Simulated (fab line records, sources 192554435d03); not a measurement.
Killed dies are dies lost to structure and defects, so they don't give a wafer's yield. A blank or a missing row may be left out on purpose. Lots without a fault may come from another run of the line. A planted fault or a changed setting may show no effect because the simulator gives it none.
Split-lot experiment | flow n5_finfet | 7 lots, 39 wafers read, on a route of 1938 steps

THE SPLIT
At N5_MOL_CONTACT_COAG_ALD_27 (deposits SiOC, target thk 17 nm, pulse time 1.5 s, time 2720 s), the setting ald_cycles was moved away from the recipe's 340 on 15 of the 39 wafers read, by -14.7% to +8.2%. The other wafers ran this setting at the recipe's value.

The reading is taken at the split's own step.

THE READING
SiOC_of_MOL_CONTACT_COAG_ALD_27.thk_nm (the simulator's own value, which no gauge read), in nm, at N5_MOL_CONTACT_COAG_ALD_27 (deposits SiOC, target thk 17 nm, pulse time 1.5 s, time 2720 s). The file gives no usual value for it. The 24 wafers here that ran the recipe average 17.0 nm, standard deviation 0.11 nm.

wafer  | tool, chamber at the split | ald_cycles as run | against the recipe | SiOC_of_MOL_CONTACT_COAG_ALD_27.thk_nm, nm | against lot-mates on the recipe
L074.1 | ald_sin-01, 3              | 340               | recipe             | 17.2                                       | -
L074.2 | ald_sin-01, 2,0,1,0,1      | 340               | recipe             | 17                                         | -
L074.3 | ald_sin-01, 2,0,1,0,1      | 340               | recipe             | 17                                         | -
L074.4 | ald_sin-01, 2,0,1,0,1      | 340               | recipe             | 17                                         | -
L074.5 | ald_sin-01, 2,0,1,0,1      | 340               | recipe             | 17                                         | -
L074.6 | ald_sin-01, 2,0,1,0,1      | 340               | recipe             | 17                                         | -
L075.1 | ald_sin-02, 1,2            | 340               | recipe             | 17.2                                       | -
L075.4 | ald_sin-02, 1,2            | 340               | recipe             | 17.2                                       | -
L075.2 | ald_sin-02, 0,3,1          | 305               | -10.3%             | 15.4                                       | -1.7
L075.3 | ald_sin-02, 0,3,1          | 305               | -10.3%             | 15.4                                       | -1.7
L075.6 | ald_sin-02, 0,3,1          | 305               | -10.3%             | 15.4                                       | -1.7
L075.5 | ald_sin-02, 0              | 340               | recipe             | 17                                         | -
L080.1 | ald_sin-03, 3,2            | 340               | recipe             | 17                                         | -
L080.4 | ald_sin-03, 3,2            | 340               | recipe             | 17                                         | -
L080.2 | ald_sin-03, 0,0,3          | 290               | -14.7%             | 14.4                                       | -2.5
L080.5 | ald_sin-03, 0,0,3          | 290               | -14.7%             | 14.4                                       | -2.5
L080.6 | ald_sin-03, 0,0,3          | 290               | -14.7%             | 14.4                                       | -2.5
L080.3 | ald_sin-03, 2              | 340               | recipe             | 16.8                                       | -
L084.2 | ald_sin-03, 2,3,1          | 340               | recipe             | 17                                         | -
L084.3 | ald_sin-03, 2,3,1          | 340               | recipe             | 17                                         | -
L084.5 | ald_sin-03, 2,3,1          | 340               | recipe             | 17                                         | -
L085.1 | ald_sin-03, 1,3,3          | 297               | -12.6%             | 14.8                                       | -2.1
L085.3 | ald_sin-03, 1,3,3          | 297               | -12.6%             | 14.8                                       | -2.1
L085.6 | ald_sin-03, 1,3,3          | 297               | -12.6%             | 14.8                                       | -2.1
L085.2 | ald_sin-03, 0              | 340               | recipe             | 17                                         | -
L085.4 | ald_sin-03, 2              | 340               | recipe             | 16.8                                       | -
L085.5 | ald_sin-03, 2              | 340               | recipe             | 16.8                                       | -
L086.1 | ald_sin-02, 1,3            | 312               | -8.2%              | 15.6                                       | -1.4
L086.6 | ald_sin-02, 1,3            | 312               | -8.2%              | 15.6                                       | -1.4
L086.2 | ald_sin-02, 3              | 312               | -8.2%              | 15.8                                       | -1.2
L086.3 | ald_sin-02, 0,2,2          | 340               | recipe             | 17                                         | -
L086.4 | ald_sin-02, 0,2,2          | 340               | recipe             | 17                                         | -
L086.5 | ald_sin-02, 0,2,2          | 340               | recipe             | 17                                         | -
L088.1 | ald_sin-01, 0,3,2          | 368               | +8.2%              | 18.4                                       | +1.5
L088.3 | ald_sin-01, 0,3,2          | 368               | +8.2%              | 18.4                                       | +1.5
L088.4 | ald_sin-01, 0,3,2          | 368               | +8.2%              | 18.4                                       | +1.5
L088.2 | ald_sin-01, 1,3            | 340               | recipe             | 17                                         | -
L088.6 | ald_sin-01, 1,3            | 340               | recipe             | 17                                         | -
L088.5 | ald_sin-01, 0              | 340               | recipe             | 16.8                                       | -
Where a row lists several chambers, the file gives one row for several wafers and doesn't say which wafer went through which chamber.

THE FIT
A straight line over all 39 wafers: SiOC_of_MOL_CONTACT_COAG_ALD_27.thk_nm changes by +0.17 nm for each +1% of ald_cycles; r = +1.00; the points scatter about the line by 0.11 nm.
The same after taking each lot's own level away (the mean of its wafers on the recipe; 39 wafers): +0.17 nm for each +1%; r = +1.00; scatter 0.075 nm.
On that fit, the largest move of ald_cycles shifts the reading by 2.5 nm.
The lots' own levels span 16.87 to 17.13 nm, that is 2.5 times the standard deviation above.
So the lot-to-lot level changes the slope little: the two slopes agree.
Check: with one of the wafers moved furthest among these (-14.7%) left out of the fit, the line predicts -2.47 nm for it against its lot-mates. It came out at -2.53 nm against them.

OTHER SPLITS ON THESE WAFERS
These wafers also went through other splits before the reading. Each is held against what the fit with the lots' levels taken away leaves over:
other split on the same wafers    | wafers away from the commonest value | r with SiOC_of_MOL_CONTACT_COAG_ALD_27.thk_nm (lot level and that fit taken away)
N5_SD_EPI_P_ETCH_36 bias_w        | 12                                   | +0.02
N5_HKMG_FIN_HK_ALD_01 ald_cycles  | 18                                   | +0.00
N5_HKMG_FIN_ETCH_54 cf4_flow_sccm | 12                                   | -0.06

THE FILE'S OWN FIT
SiOC_of_MOL_CONTACT_COAG_ALD_27.thk_nm changes by +0.169 nm for each +1% of ald_cycles, r = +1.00.
